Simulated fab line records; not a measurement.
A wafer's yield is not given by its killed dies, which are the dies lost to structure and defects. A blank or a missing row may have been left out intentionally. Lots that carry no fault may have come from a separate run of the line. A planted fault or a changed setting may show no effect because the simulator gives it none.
Matching of chambers -- flow n5Finfet -- 4 sister chambers for N5_DUMMY_GATE_STRIP_48 on rieDiel-01
The step strips in N2/H2, time 20 s. 4 wafers are shown with their chamber, then 7 later ones without.

## WAFERS WITH THEIR CHAMBER
wafer,chamber,showerheadPlenumPTorr (Torr)
L074.3,3,3.32
L086.4,2,3.21
L093.1,0,3.51
L093.2,1,3.35

## WAFERS WITHOUT THEIR CHAMBER
wafer,showerheadPlenumPTorr (Torr)
L093.3,3.20
L095.2,3.35
L095.4,3.20
L095.5,3.20
L096.1,3.51
L096.2,3.29
L096.4,3.35

## WHICH CHAMBER EACH ONE RAN IN
wafer,from the rows above,in truth
L093.3,2,2
L095.2,1,1
L095.4,2,2
L095.5,2,2
L096.1,0,0
L096.2,3,3
L096.4,1,1
Correct placement for 7 of the 7. From these rows, 0 cannot be placed. Placed wrongly: 0.
How it was worked out, from the rows above alone: a wafer's distance from a chamber is the root of the sum, over the readings, of the square of ((its reading less the chamber's mean) divided by the reading's scatter). If the next closest chamber is less than 2 further off than the closest, the wafer can't be placed; otherwise it belongs to the closest. Each chamber's mean is taken over the wafers shown for it. The scatter: root of mean squared gap, hidden wafer to nearest shown wafer, with one shown wafer a chamber.
